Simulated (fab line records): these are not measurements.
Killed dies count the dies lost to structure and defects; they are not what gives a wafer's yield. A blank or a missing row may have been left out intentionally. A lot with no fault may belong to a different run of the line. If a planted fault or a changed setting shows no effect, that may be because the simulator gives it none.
Which tool was responsible? | flow n5_finfet | 10 lots, 30 wafers sampled, at 5 steps of a route of 1938

## WHAT THE GAUGES SHOWED, per wafer
N5_BEOL_M15_THK_MEAS_01.
lot  | measured     | on            | M15_ILD_THK (nm)
L243 | day 11 13:54 | film_metro-01 | 1627 1659 1697
L245 | day 11 23:07 | film_metro-02 | 1596 1616 1603
L251 | day 14 01:20 | film_metro-02 | 1617 2753 2745
L253 | day 14 12:22 | film_metro-02 | 1641 2763 2792
L255 | day 14 23:16 | film_metro-01 | 1609 1631 1642
L259 | day 16 01:59 | film_metro-02 | 1589 1603 1618
L261 | day 16 14:59 | film_metro-02 | 1583 1608 1630
L262 | day 16 16:26 | film_metro-02 | 1586 1598 1610
L263 | day 17 00:10 | film_metro-01 | 1570 1608 1607
L265 | day 18 01:04 | film_metro-02 | 1648 1650 1644

## WHAT TOOL EACH LOT RAN ON (gives the tool, then ch and the chambers of the sampled wafers, and finally the start)
lot  | N5_BEOL_M14_DESCUM_33              | N5_BEOL_M14_SPUTTER_43       | N5_BEOL_M14_SPUTTER_45       | N5_BEOL_M15_ILD_DEP_00
L243 | rie_diel-06 ch 0,3, day 11 10:25   | pvd_sputter-03, day 11 12:11 | pvd_sputter-03, day 11 12:20 | pecvd-03 ch 0,1,2, day 11 13:46
L245 | rie_diel-02 ch 0,1,3, day 11 18:17 | pvd_sputter-02, day 11 21:20 | pvd_sputter-02, day 11 21:30 | pecvd-03 ch 1,2, day 11 22:52
L251 | rie_diel-05 ch 1,2,3, day 13 21:33 | pvd_sputter-01, day 13 23:22 | pvd_sputter-01, day 13 23:32 | pecvd-03 ch 0,1,2, day 14 01:05
L253 | rie_diel-06 ch 0,1,2, day 14 08:16 | pvd_sputter-02, day 14 10:52 | pvd_sputter-02, day 14 11:01 | pecvd-03 ch 0,2, day 14 12:07
L255 | rie_diel-02 ch 0,1,3, day 14 20:44 | pvd_sputter-02, day 14 21:44 | pvd_sputter-02, day 14 21:53 | pecvd-01 ch 0,1, day 14 22:59
L259 | rie_diel-06 ch 0,1,3, day 15 15:50 | pvd_sputter-02, day 16 00:21 | pvd_sputter-02, day 16 00:31 | pecvd-01 ch 0,1, day 16 01:38
L261 | rie_diel-05 ch 0,1, day 16 09:35   | pvd_sputter-03, day 16 13:29 | pvd_sputter-03, day 16 13:38 | pecvd-01 ch 0,1, day 16 14:44
L262 | rie_diel-02 ch 0,1,2, day 16 10:46 | pvd_sputter-01, day 16 14:56 | pvd_sputter-01, day 16 15:06 | pecvd-04 ch 0,1, day 16 16:11
L263 | rie_diel-05 ch 0,2,3, day 16 19:16 | pvd_sputter-03, day 16 22:33 | pvd_sputter-03, day 16 22:43 | pecvd-04 ch 0,2, day 16 23:48
L265 | rie_diel-06 ch 0,1,2, day 17 20:13 | pvd_sputter-02, day 17 23:25 | pvd_sputter-02, day 17 23:34 | pecvd-03 ch 0,1, day 18 00:48
- N5_BEOL_M14_DESCUM_33: chemistry O2, time 7.9 s.
- N5_BEOL_M14_SPUTTER_43: material TaN, target thk 15 nm, time 24.19 s.
- N5_BEOL_M14_SPUTTER_45: material Cu, target thk 100 nm, time 16.67 s.
- N5_BEOL_M15_ILD_DEP_00: deposits SiO2 from TEOS/O2, target thk 1629.3 nm, time 346.1 s.

## THE ANSWER, worked out from the rows above alone
Rule: the lots themselves supply what counts as usual. The widest of any qualifying gaps counts: lots, ordered by their means at a reading, are off when they make up no more than a third of the lots, leave a main group of 4 or more, and stand apart from it by 3 or more times the standard deviation of that group's means. A main group whose means are all the same, to the digits that the tables above print for the reading, isn't used. Also off: a lot with no number at a reading for which 4 or more lots have one. Where the step has rows for the other lots, those lots are counted as sound.
Off: at N5_BEOL_M15_THK_MEAS_01 (M15_ILD_THK), L251, L253. The main group has a mean of 1618 nm with a standard deviation of 23.
If a tool, at a process step before that reading, ran all the lots that are off and no sound lot after the first of them, it fits. Gauges at N5_BEOL_M15_THK_MEAS_01: tried the same way as those tools. No candidate that was tried fits.

## WHAT HAD BEEN PUT IN BY THE SIMULATOR
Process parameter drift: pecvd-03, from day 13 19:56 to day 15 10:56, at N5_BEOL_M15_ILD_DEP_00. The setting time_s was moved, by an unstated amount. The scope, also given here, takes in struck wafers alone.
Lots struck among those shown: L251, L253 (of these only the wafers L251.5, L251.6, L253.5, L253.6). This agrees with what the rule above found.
